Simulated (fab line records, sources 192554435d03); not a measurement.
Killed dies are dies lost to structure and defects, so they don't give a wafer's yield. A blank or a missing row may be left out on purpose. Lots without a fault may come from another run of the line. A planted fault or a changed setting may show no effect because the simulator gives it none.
fab line records | flow n5_finfet | part 1 of 2: steps 1 to 4 of 6
record lots=24 wafers=72 last_day=17
route steps=1938 shown BEOL_M10@1513 BEOL_M11@1539
lots that met no fault: from a run of the same line without faults
start_h: hours from the record's first day to the start of the lot's first wafer shown | wait_h: hours since the lot's step before | " the same as in the row above | L1.1+2: a row that stands for several wafers | - no value, or no start given | * or withheld: withheld | < > ~ a bound
route shown NAME@n: a module of which the file shows steps, and the number in the route of the first | usual: mean/standard deviation of fault-free wafers | same: alike in all rows | chamber/n: place in a boat | sites: the reading at each site | _std_site: their standard deviation | _edge_site: outer sites' mean less inner sites' | radius_mm: how far each site lies from the wafer's centre | mask NAME#n: copy n | behind: the tool/chamber that last shaped the wafer | hold: why the lot was held/for how many hours/how that ended | device: the transistor (n, p or np) that didn't switch | end of line: the same wafers' tests at the end of the route | a step without rows: its recipe alone | killed: dies lost to structure and defects at the first sort, not the wafer's yield | map: a wafer's dies, x killed, . not, _ none there
set.NAME: the setting as run; set.NAME@STEP: as run at that earlier step | model.NAME: the simulator's own value behind a step, which no gauge read
steps of the route over a sample of lots; a table a step, a row a wafer
services: from which hour (start_h, from the record's first day; less than 0 if before it) a tool's chamber was out of use, for how many hours, and why
## steps
# step N5_BEOL_M10_ETCH_41
# recipe chemistry=CH3F/O2 target=SiCN target_depth_a=426 taper_deg=2 time_s=86 ion_energy_ev=120 mask_material=TiN pressure_mtorr=30 source_w=395 bias_w=75 Ar_flow_sccm=150 CH3F_flow_sccm=30 O2_flow_sccm=20
# usual drypump_motor_current_A=5.7/0.39 oes_product_au=0.79/0.08 rf_fwd_power_W=392.3/1.4 rf_vpp_V=297.5/1.8 showerhead_plenum_p_Torr=2.01/0.07 throttle_valve_pct=16.35/0.23
# columns lot.wafer tool chamber start_h wait_h drypump_motor_current_A oes_product_au rf_fwd_power_W rf_hours_counter_h rf_vpp_V showerhead_plenum_p_Torr throttle_valve_pct
L074.1 rie_diel-06 0 - - 6.0 0.73 393.0 200 295.1 1.90 16.73
L074.4 " 2 " " 5.3 0.87 390.4 59 297.0 2.05 16.21
L074.6 " 3 " " 6.0 0.77 392.2 - 297.6 2.00 16.20
L075.1 rie_diel-01 0 - - 6.5 0.87 393.2 46 299.6 2.11 15.97
L075.2 " 1 " " 5.3 0.72 391.8 210 297.7 2.00 16.69
L075.4 " 2 " " 5.3 0.90 391.6 25 299.4 2.05 16.31
L076.2 rie_diel-01 2 - - 5.3 0.88 390.1 31 297.5 2.05 16.32
L076.5 " 3 " " 5.4 0.81 392.7 - 298.0 2.01 16.43
L076.6 " 2 " " 5.4 0.87 390.9 - 296.4 2.05 16.29
L077.1 rie_diel-06 0 - - 6.0 0.72 391.7 209 296.5 1.90 16.75
L077.2 " 3 " " 6.0 0.76 391.9 133 296.9 2.00 16.24
L077.4 " 2 " " 5.3 0.85 392.0 68 298.5 2.05 16.22
L078.4 rie_diel-04 2 - - 5.5 0.70 395.8 - 296.9 1.98 16.51
L078.5 " 0 " " 5.9 0.73 391.0 - 295.7 1.92 16.14
L078.6 " 1 " " 5.5 0.68 390.1 - 299.0 2.04 16.70
L079.3 rie_diel-04 3 - - 6.1 0.73 391.7 185 295.6 1.90 16.10
L079.4 " 3 " " 6.1 0.74 390.1 - 295.5 1.90 16.11
L079.6 " 2 " " 5.5 0.70 395.0 - 297.1 1.98 16.52
L080.1 rie_diel-01 0 - - 6.5 0.86 393.1 63 298.0 2.11 16.01
L080.2 " 1 " " 5.3 0.70 390.6 226 296.8 1.99 16.72
L080.6 " 0 " " 6.5 0.85 391.1 - 301.4 2.11 16.02
L081.2 rie_diel-04 2 - - 5.5 0.70 392.3 206 296.0 1.98 16.54
L081.4 " 0 " " 5.9 0.72 390.4 - 295.3 1.91 16.17
L081.5 " 3 " " 6.1 0.73 391.7 - 294.9 1.90 16.13
L082.1 rie_diel-04 1 - - 5.5 0.96 390.0 1 299.6 2.04 16.28
L082.4 " 0 " " 5.9 0.71 391.8 177 295.3 1.91 16.17
L082.6 " 2 " " 5.5 0.69 392.3 - 297.3 1.98 16.53
L083.2 rie_diel-04 3 - - 6.1 0.72 389.0 193 295.1 1.90 16.14
L083.5 " 1 " " 5.5 0.95 392.2 - 298.7 2.04 16.28
L083.6 " 0 " " 5.9 0.72 393.2 - 295.0 1.91 16.18
L084.3 rie_diel-06 1 - - 5.7 0.91 393.5 27 299.8 2.12 16.21
L084.4 " 2 " " 5.3 0.83 391.4 81 298.6 2.04 16.25
L084.5 " 2 " " 5.3 0.83 390.9 - 298.4 2.04 16.26
L085.2 rie_diel-01 2 - - 5.3 0.85 393.1 46 299.5 2.04 16.33
L085.4 " 0 " " 6.5 0.84 391.9 67 299.2 2.11 16.01
L085.6 " 2 " " 5.3 0.84 391.8 - 299.6 2.04 16.34
L086.2 rie_diel-06 3 - - 6.0 0.75 391.9 152 297.8 1.99 16.25
L086.4 " 1 " " 5.7 0.90 394.0 33 301.3 2.12 16.24
L086.6 " 2 " " 5.3 0.83 390.7 - 298.8 2.04 16.25
L087.1 rie_diel-06 0 - - 6.0 0.71 389.3 229 295.7 1.89 16.80
L087.4 " 3 " " 6.0 0.74 392.7 154 296.7 1.99 16.27
L087.6 " 0 " " 6.0 0.71 391.4 - 295.3 1.89 16.80
L088.2 rie_diel-01 2 - - 5.3 0.84 391.7 57 297.8 2.04 16.35
L088.3 " 3 " " 5.4 0.79 394.3 127 296.8 2.00 16.48
L088.4 " 0 " " 6.5 0.84 392.2 79 299.5 2.10 16.05
L089.2 rie_diel-06 0 - - 6.0 0.71 390.8 234 293.6 1.89 16.81
L089.4 " 2 " " 5.3 0.82 394.0 95 297.3 2.04 16.29
L089.6 " 1 " " 5.7 0.88 393.0 - 299.6 2.11 16.23
L091.3 rie_diel-04 2 - - 5.5 0.68 394.4 225 296.8 1.97 16.56
L091.4 " 2 " " 5.5 0.69 393.6 - 295.2 1.97 16.58
L091.5 " 3 " " 6.1 0.71 392.7 - 295.5 1.89 16.17
L090.2 rie_diel-01 1 - - 5.4 0.69 396.1 247 297.1 1.98 16.75
L090.3 " 3 " " 5.4 0.78 394.9 130 298.3 2.00 16.50
L090.4 " 0 " " 6.5 0.83 393.9 83 298.1 2.10 16.04
L092.2 rie_diel-01 0 - - 6.5 0.82 393.6 86 299.7 2.10 16.06
L092.3 " 3 " " 5.4 0.77 392.6 132 297.7 2.00 16.49
L092.4 " 1 " " 5.3 0.69 391.6 250 295.1 1.98 16.79
L094.1 rie_diel-04 1 - - 5.6 0.90 389.2 19 299.3 2.03 16.33
L094.3 " 3 " " 6.1 0.72 392.9 219 296.6 1.89 16.18
L094.5 " 2 " " 5.5 0.68 393.6 - 296.4 1.97 16.57
L095.2 rie_diel-01 3 - - 5.4 0.77 394.0 137 298.9 2.00 16.51
L095.5 " 3 " " 5.4 0.77 392.8 - 297.3 2.00 16.50
L095.6 " 0 " " 6.5 0.82 392.3 - 298.9 2.10 16.07
L093.1 rie_diel-06 1 - - 5.7 0.87 392.5 52 299.5 2.11 16.26
L093.3 " 2 " " 5.3 0.82 393.2 105 298.5 2.03 16.30
L093.4 " 3 " " 6.0 0.73 390.9 168 298.3 1.98 16.29
L097.4 rie_diel-01 2 - - 5.3 0.82 391.9 65 297.7 2.03 16.35
L097.5 " 2 " " 5.3 0.83 391.7 - 297.5 2.03 16.37
L097.6 " 3 " " 5.4 0.76 395.8 - 299.0 2.00 16.51
L096.1 rie_diel-01 2 - - 5.3 0.82 390.4 66 297.9 2.03 16.38
L096.4 " 0 " " 6.5 0.82 394.0 94 299.9 2.10 16.07
L096.6 " 3 " " 5.4 0.77 391.2 - 298.5 2.00 16.51
# step N5_BEOL_M10_OCD_MEAS_38
# usual trench_depth_nm=149/3.1
# columns lot.wafer tool chamber start_h wait_h trench_depth_nm
L074.1 ocd-02 - 212.89 - 149
L074.4 " - " " 149
L074.6 " - " " 151
L075.1 ocd-01 - 217.55 - 151
L075.2 " - " " 143
L075.4 " - " " 148
L076.2 ocd-02 - 237.86 - 148
L076.5 " - " " 152
L076.6 " - " " 147
L078.4 ocd-01 - 240.44 - 144
L078.5 " - " " 148
L078.6 " - " " 144
L077.1 ocd-02 - 240.46 - 149
L077.2 " - " " 149
L077.4 " - " " 149
L079.3 ocd-02 - 253.97 - 153
L079.4 " - " " 153
L079.6 " - " " 147
L080.1 ocd-02 - 268.26 - 148
L080.2 " - " " 144
L080.6 " - " " 150
L081.2 ocd-01 - 268.51 - 145
L081.4 " - " " 148
L081.5 " - " " 152
L082.1 ocd-01 - 274.93 - 145
L082.4 " - " " 148
L082.6 " - " " 145
L083.2 ocd-01 - 277.01 - 153
L083.5 " - " " 146
L083.6 " - " " 149
L084.3 ocd-01 - 281.54 - 152
L084.4 " - " " 148
L084.5 " - " " 148
L085.2 ocd-01 - 284.60 - 144
L085.4 " - " " 148
L085.6 " - " " 145
L086.2 ocd-02 - 292.81 - 151
L086.4 " - " " 154
L086.6 " - " " 151
L087.1 ocd-02 - 298.82 - 149
L087.4 " - " " 151
L087.6 " - " " 149
L088.2 ocd-02 - 315.51 - 147
L088.3 " - " " 151
L088.4 " - " " 147
L089.2 ocd-01 - 315.77 - 150
L089.4 " - " " 150
L089.6 " - " " 154
L091.3 ocd-02 - 324.41 - 144
L091.4 " - " " 144
L091.5 " - " " 151
L090.2 ocd-01 - 324.95 - 144
L090.3 " - " " 152
L090.4 " - " " 149
L092.2 ocd-01 - 330.93 - 147
L092.3 " - " " 152
L092.4 " - " " 144
L094.1 ocd-01 - 340.33 - 145
L094.3 " - " " 153
L094.5 " - " " 145
L095.2 ocd-01 - 341.02 - 152
L095.5 " - " " 152
L095.6 " - " " 149
L093.1 ocd-02 - 341.30 - 151
L093.3 " - " " 152
L093.4 " - " " 150
L097.4 ocd-02 - 351.12 - 144
L097.5 " - " " 146
L097.6 " - " " 150
L096.1 ocd-02 - 351.58 - 145
L096.4 " - " " 148
L096.6 " - " " 150
# step N5_BEOL_M10_CURE_72
# recipe temp_c=370 time_s=120 ambient=DMADMS/He material=SiCOH_lowk
# usual lamp_power_pct=52.30/0.06 wafer_temp_C_max=371.7/0.65
# columns lot.wafer tool chamber start_h wait_h lamp_power_pct wafer_temp_C_max
L074.1 uv_cure-03 0 213.08 0.0 52.37 371.9
L074.4 " 0 " " 52.26 372.0
L074.6 " 0 " " 52.30 371.1
L075.1 uv_cure-01 0 217.75 0.0 52.24 373.5
L075.2 " 0 " " 52.25 371.9
L075.4 " 0 " " 52.29 372.5
L076.2 uv_cure-01 0 238.10 0.1 52.24 373.0
L076.5 " 0 " " 52.33 373.0
L076.6 " 0 " " 52.24 374.5
L077.1 uv_cure-03 0 240.65 0.0 52.36 371.4
L077.2 " 0 " " 52.31 371.8
L077.4 " 0 " " 52.20 371.1
L078.4 uv_cure-02 2 240.78 0.2 52.25 372.3
L078.5 " 2 " " 52.34 371.7
L078.6 " 2 " " 52.34 371.7
L079.3 uv_cure-02 0 254.34 0.2 52.25 371.5
L079.4 " 0 " " 52.31 371.3
L079.6 " 0 " " 52.34 370.8
L080.1 uv_cure-02 0 268.45 0.0 52.25 371.3
L080.2 " 0 " " 52.30 370.6
L080.6 " 0 " " 52.34 371.6
L081.2 uv_cure-01 1 268.76 0.1 52.33 371.3
L081.4 " 1 " " 52.41 371.3
L081.5 " 1 " " 52.34 371.4
L082.1 uv_cure-01 1 275.13 0.0 52.26 371.6
L082.4 " 1 " " 52.28 371.4
L082.6 " 1 " " 52.32 371.3
L083.2 uv_cure-03 0 277.26 0.1 52.29 371.4
L083.5 " 0 " " 52.30 371.6
L083.6 " 0 " " 52.43 371.8
L084.3 uv_cure-02 2 281.83 0.1 52.37 371.7
L084.4 " 2 " " 52.34 372.1
L084.5 " 2 " " 52.25 372.1
L085.2 uv_cure-02 2 284.85 0.1 52.28 371.7
L085.4 " 2 " " 52.32 372.5
L085.6 " 2 " " 52.31 371.7
L086.2 uv_cure-02 1 293.17 0.2 52.35 371.8
L086.4 " 1 " " 52.20 371.5
L086.6 " 1 " " 52.29 371.6
L087.1 uv_cure-02 2 299.02 0.0 52.29 371.5
L087.4 " 2 " " 52.31 372.2
L087.6 " 2 " " 52.30 372.5
L088.2 uv_cure-02 0 315.76 0.1 52.38 371.5
L088.3 " 0 " " 52.34 371.2
L088.4 " 0 " " 52.37 371.3
L089.2 uv_cure-01 1 316.02 0.1 52.31 371.2
L089.4 " 1 " " 52.29 371.3
L089.6 " 1 " " 52.24 371.0
L091.3 uv_cure-03 1 324.70 0.1 52.23 371.0
L091.4 " 1 " " 52.34 371.5
L091.5 " 1 " " 52.32 371.8
L090.2 uv_cure-01 0 325.21 0.1 52.34 372.8
L090.3 " 0 " " 52.33 372.6
L090.4 " 0 " " 52.32 372.4
L092.2 uv_cure-02 1 331.18 0.1 52.28 371.6
L092.3 " 1 " " 52.32 371.8
L092.4 " 1 " " 52.25 371.3
L094.1 uv_cure-01 0 340.59 0.1 52.34 373.7
L094.3 " 0 " " 52.31 372.1
L094.5 " 0 " " 52.25 372.8
L095.2 uv_cure-02 0 341.26 0.1 52.26 370.9
L095.5 " 0 " " 52.31 371.2
L095.6 " 0 " " 52.38 371.3
L093.1 uv_cure-01 1 341.50 0.0 52.24 370.9
L093.3 " 1 " " 52.33 371.2
L093.4 " 1 " " 52.28 371.2
L097.4 uv_cure-03 0 351.60 0.3 52.24 371.4
L097.5 " 0 " " 52.22 370.9
L097.6 " 0 " " 52.22 371.1
L096.1 uv_cure-01 2 351.89 0.2 52.27 371.8
L096.4 " 2 " " 52.28 371.5
L096.6 " 2 " " 52.40 371.6
# step N5_BEOL_M10_CMP_52
# recipe stop_on=SiCOH_lowk t_overpolish_s=7 down_force_psi=1 platen_rpm=50 clearing_platen_down_force_psi=1.5 clearing_platen_rpm=50 post_cmp_clean=cu_alkaline target_thk_nm=140 clearing_platen_pad_velocity_m_s=0.99484 pad_velocity_m_s=0.99484
# usual barrier_field_endpoint_s=28.9/0.77 motor_current_A=5.9/0.53 overpolish_run_s=7.000/0.0099 time_to_endpoint_s=66/3.6
# columns lot.wafer tool chamber start_h wait_h barrier_field_endpoint_s motor_current_A overpolish_run_s time_to_endpoint_s
L074.1 cmp-02 3 216.17 0.3 28.3 5.5 7.023 66
L074.4 " 0 " " 29.0 6.2 6.996 65
L074.6 " 1 " " 30.2 5.6 6.998 70
L075.2 cmp-03 3 220.96 0.3 29.5 6.8 6.979 68
L075.1 " 0 " " 28.7 5.4 7.003 67
L075.4 " 1 " " 27.7 6.3 6.996 64
L076.2 cmp-03 0 240.12 0.2 27.7 5.1 6.997 59
L076.5 " 3 " " 29.1 6.5 6.999 67
L076.6 " 0 " " 28.3 4.9 6.988 63
L078.4 cmp-01 0 243.99 0.1 29.3 6.1 7.006 67
L078.6 " 0 " " 29.0 6.2 7.004 65
L078.5 " 1 " " 27.9 5.7 6.991 63
L077.2 cmp-01 0 244.36 0.3 28.9 6.3 6.984 68
L077.4 " 1 " " 28.9 5.5 6.991 67
L077.1 " 2 " " 29.0 6.5 7.007 70
L079.3 cmp-01 2 257.66 0.3 29.4 6.3 7.007 68
L079.4 " 1 " " 29.4 5.4 7.015 65
L079.6 " 2 " " 29.2 6.7 6.997 68
L080.2 cmp-03 3 270.86 0.3 28.9 6.7 7.002 65
L080.1 " 0 " " 28.3 5.0 6.983 60
L080.6 " 2 " " 29.8 5.3 7.003 64
L081.2 cmp-01 2 271.56 0.2 28.8 6.6 6.991 66
L081.4 " 3 " " 28.2 5.8 7.006 64
L081.5 " 2 " " 29.0 6.4 7.001 69
L082.1 cmp-02 3 277.36 0.3 27.9 5.9 7.002 63
L082.4 " 0 " " 28.2 6.3 7.004 61
L082.6 " 0 " " 28.4 6.6 6.987 60
L083.2 cmp-03 0 282.44 0.2 27.8 4.7 6.993 63
L083.6 " 0 " " 28.6 5.1 6.986 69
L083.5 " 1 " " 28.0 6.2 7.006 62
L084.4 cmp-03 0 283.27 0.1 28.4 4.9 6.989 65
L084.3 " 3 " " 28.8 6.5 7.008 67
L084.5 " 1 " " 28.4 6.2 7.005 61
L085.2 cmp-02 3 286.29 0.2 28.0 5.7 7.002 61
L085.4 " 2 " " 29.0 6.1 6.991 61
L085.6 " 3 " " 27.8 5.8 7.012 59
L086.4 cmp-03 2 294.65 0.2 29.8 5.6 7.007 66
L086.2 " 3 " " 28.9 6.4 7.000 69
L086.6 " 1 " " 28.6 6.2 6.998 65
L087.1 cmp-03 3 302.81 0.3 29.3 6.3 6.998 72
L087.4 " 0 " " 29.3 5.1 6.988 69
L087.6 " 2 " " 30.7 5.5 7.012 72
L088.3 cmp-02 1 317.65 0.2 28.5 5.4 6.992 69
L088.2 " 2 " " 28.4 6.5 6.994 68
L088.4 " 3 " " 27.3 5.5 7.029 61
L089.2 cmp-02 1 318.00 0.2 29.3 5.2 6.989 67
L089.4 " 0 " " 27.7 6.2 6.996 60
L089.6 " 1 " " 28.9 5.5 7.016 67
L091.4 cmp-02 1 326.44 0.2 29.5 5.4 7.000 71
L091.3 " 2 " " 29.4 6.5 7.010 70
L091.5 " 1 " " 29.6 5.3 7.009 70
L090.2 cmp-01 2 327.39 0.3 29.3 6.4 6.999 66
L090.4 " 3 " " 28.6 6.1 7.016 64
L090.3 " 0 " " 28.8 6.2 7.016 67
L092.3 cmp-03 1 334.53 0.2 28.7 6.5 7.008 62
L092.4 " 2 " " 29.2 5.2 6.996 67
L092.2 " 0 " " 28.4 5.2 6.985 64
L094.3 cmp-01 3 342.38 0.2 28.3 5.9 7.020 67
L094.1 " 2 " " 29.9 6.2 7.013 74
L094.5 " 0 " " 29.9 6.3 7.015 66
L095.2 cmp-02 3 342.94 0.3 29.7 5.7 6.991 68
L095.5 " 0 " " 29.4 6.1 7.006 64
L095.6 " 1 " " 29.8 5.6 6.999 73
L093.4 cmp-03 3 345.10 0.1 29.6 6.6 7.014 66
L093.1 " 0 " " 28.7 5.2 6.993 61
L093.3 " 1 " " 28.5 6.1 6.999 60
L097.4 cmp-01 2 353.75 0.3 29.9 6.5 6.990 70
L097.6 " 2 " " 29.5 6.5 6.986 71
L097.5 " 3 " " 29.1 6.0 7.012 67
L096.1 cmp-01 3 354.24 0.4 29.0 5.8 7.005 63
L096.4 " 1 " " 29.7 5.4 7.002 66
L096.6 " 2 " " 29.9 6.4 7.002 69
